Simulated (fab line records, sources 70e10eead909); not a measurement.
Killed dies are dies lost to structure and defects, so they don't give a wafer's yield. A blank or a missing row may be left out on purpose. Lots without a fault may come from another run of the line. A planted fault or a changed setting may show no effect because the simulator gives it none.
Chamber matching | flow nand_harc | NHARC_HYBRID_BOND_ACTIVATE_00 on rie_diel-08: 4 sister chambers
The step chemistry N2, time 60 s. 14 wafers are shown with their chamber, then 7 later ones without.

WAFERS WITH THEIR CHAMBER
wafer  | chamber | drypump_motor_current_A (A) | showerhead_plenum_p_Torr (Torr) | oes_product_au (a.u.)
L075.2 | 0       | 6.1                         | 1.76                            | 0.994
L075.3 | 3       | 5.8                         | 1.87                            | 0.987
L075.4 | 1       | 6.2                         | 1.77                            | 0.988
L079.3 | 1       | 6.2                         | 1.77                            | 0.986
L079.4 | 2       | 5.0                         | 1.85                            | 0.999
L079.5 | 1       | 6.3                         | 1.77                            | 0.988
L080.1 | 2       | 5.0                         | 1.84                            | 1.004
L080.2 | 0       | 6.1                         | 1.76                            | 0.984
L080.4 | 0       | 6.1                         | 1.76                            | 0.972
L082.1 | 3       | 5.8                         | 1.86                            | 0.998
L082.2 | 2       | 5.0                         | 1.84                            | 1.003
L082.3 | 1       | 6.3                         | 1.77                            | 0.998
L090.2 | 3       | 5.8                         | 1.86                            | 0.997
L090.3 | 0       | 6.1                         | 1.76                            | 1.004

SIGNATURES (means of the wafers above)
reading                  | chamber 0 | chamber 1 | chamber 2 | chamber 3 | scatter within a chamber
drypump_motor_current_A  | 6.100     | 6.250     | 5.000     | 5.800     | 0.0316
showerhead_plenum_p_Torr | 1.7600    | 1.7700    | 1.8433    | 1.8633    | 0.00365
oes_product_au           | 0.98850   | 0.99000   | 1.00200   | 0.99400   | 0.0086
Rule: a wafer's distance from a chamber is the root of the sum, over the readings, of the square of ((its reading less the chamber's mean) divided by the reading's scatter). The wafer belongs to the nearest chamber; if the next one is less than 2 further off, it can't be placed. The scatter: the root of (the sum of the squares of (reading less its chamber's mean) over the shown wafers, divided by (wafers less chambers)).

WAFERS WITHOUT THEIR CHAMBER
wafer  | drypump_motor_current_A (A) | showerhead_plenum_p_Torr (Torr) | oes_product_au (a.u.)
L090.6 | 6.1                         | 1.76                            | 1.010
L091.2 | 5.8                         | 1.86                            | 0.983
L091.5 | 6.2                         | 1.77                            | 1.022
L091.6 | 6.1                         | 1.76                            | 1.008
L092.3 | 5.0                         | 1.84                            | 1.003
L092.4 | 6.1                         | 1.76                            | 1.004
L092.6 | 6.3                         | 1.77                            | 1.010

WHICH CHAMBER EACH WENT THROUGH
wafer  | from the rows above     | in truth
L090.6 | 0                       | 0
L091.2 | 3                       | 3
L091.5 | can't be placed: 1 or 0 | 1
L091.6 | 0                       | 0
L092.3 | 2                       | 2
L092.4 | 0                       | 0
L092.6 | 1                       | 1
Placed correctly: 6 of 7. Can't be placed from these rows: 1 (the true chamber is among the candidates in 1). Placed wrongly: 0.
